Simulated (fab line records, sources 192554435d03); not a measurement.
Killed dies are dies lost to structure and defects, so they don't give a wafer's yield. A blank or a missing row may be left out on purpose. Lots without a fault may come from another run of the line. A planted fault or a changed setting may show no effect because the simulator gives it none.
Which tool did it? | flow n5_finfet | 9 lots, 26 wafers sampled, at 3 steps of a route of 1938

WHAT THE GAUGES READ, wafer by wafer
N5_STI_FIN_REVEAL_FIN_H_MEAS_10.
lot  | measured    | on     | trench_depth_nm (nm)
L262 | day 3 04:35 | ocd-01 | 52.3 51.9 52.3
L265 | day 3 19:26 | ocd-02 | 52.1 52.4 52.2
L267 | day 4 14:03 | ocd-02 | 50.9 52.2 51.9
L268 | day 4 15:39 | ocd-02 | 52.1 51.7 52.2
L270 | day 5 03:09 | ocd-01 | 52.9 52.4 52.5
L277 | day 6 20:28 | ocd-02 | 43.5 42.8 53.4
L279 | day 7 08:55 | ocd-01 | 42.5 43.7
L282 | day 8 02:16 | ocd-02 | 51.4 50.6 50.1
L283 | day 8 06:59 | ocd-01 | 51.7 52.4 51.6

WHICH TOOL RAN EACH LOT (tool, then ch and the chambers of the sampled wafers, then the start)
lot  | N5_STI_FIN_REVEAL_ETCHBACK_08     | N5_STI_FIN_REVEAL_RECESS_09
L262 | rie_diel-03 ch 0,2,3, day 3 01:38 | vapor_etch-01 ch 0,1, day 3 01:53
L265 | rie_diel-04 ch 1,3, day 3 16:29   | vapor_etch-02 ch 0,1, day 3 16:44
L267 | rie_diel-04 ch 0,2,3, day 4 11:03 | vapor_etch-01 ch 0,1, day 4 11:53
L268 | rie_diel-03 ch 0,1, day 4 12:42   | vapor_etch-02 ch 0,1, day 4 12:57
L270 | rie_diel-01 ch 2,3, day 5 00:12   | vapor_etch-02 ch 0,1, day 5 00:28
L277 | rie_diel-03 ch 0,1,3, day 6 17:20 | vapor_etch-02 ch 0,1, day 6 17:36
L279 | rie_diel-03 ch 1,3, day 7 05:55   | vapor_etch-02 ch 0,1, day 7 06:10
L282 | rie_diel-04 ch 0,2,3, day 7 23:04 | vapor_etch-01 ch 0,1, day 7 23:20
L283 | rie_diel-01 ch 0,3, day 8 03:53   | vapor_etch-01 ch 0,1, day 8 04:08
- N5_STI_FIN_REVEAL_ETCHBACK_08: etches SiO2 in C4F6/O2, target depth 30.5 nm, time 10.167 s.
- N5_STI_FIN_REVEAL_RECESS_09: chemistry HF/NH3, target SiO2, afs cycles 11, target depth 42.5 nm, sublimation time 60 s.

THE ANSWER, worked out from the rows above alone
Rule: what is usual is taken from the lots themselves. Put in order of their means at a reading, lots are off if they are a third of the lots or fewer, leave a main group of 4 or more, and stand apart from it by a gap of 3 or more times the standard deviation of the main group's means; of several such gaps the widest counts. A main group whose means are all the same, to the digits that the tables above print for the reading, isn't used. A lot without any number at a reading at which 4 lots or more have one is off too. The other lots that the step has rows for count as sound.
Off: L277, L279, at N5_STI_FIN_REVEAL_FIN_H_MEAS_10 (trench_depth_nm). The main group: mean 51.9 nm, standard deviation 0.56.
A tool fits if, at a process step before that reading, it ran every lot that is off, and no sound lot after the first of them. The gauges at N5_STI_FIN_REVEAL_FIN_H_MEAS_10 are tried like those tools. Can't be told from this: 2 tools fit, rie_diel-03 at N5_STI_FIN_REVEAL_ETCHBACK_08, vapor_etch-02 at N5_STI_FIN_REVEAL_RECESS_09.

WHAT THE SIMULATOR HAD PUT IN
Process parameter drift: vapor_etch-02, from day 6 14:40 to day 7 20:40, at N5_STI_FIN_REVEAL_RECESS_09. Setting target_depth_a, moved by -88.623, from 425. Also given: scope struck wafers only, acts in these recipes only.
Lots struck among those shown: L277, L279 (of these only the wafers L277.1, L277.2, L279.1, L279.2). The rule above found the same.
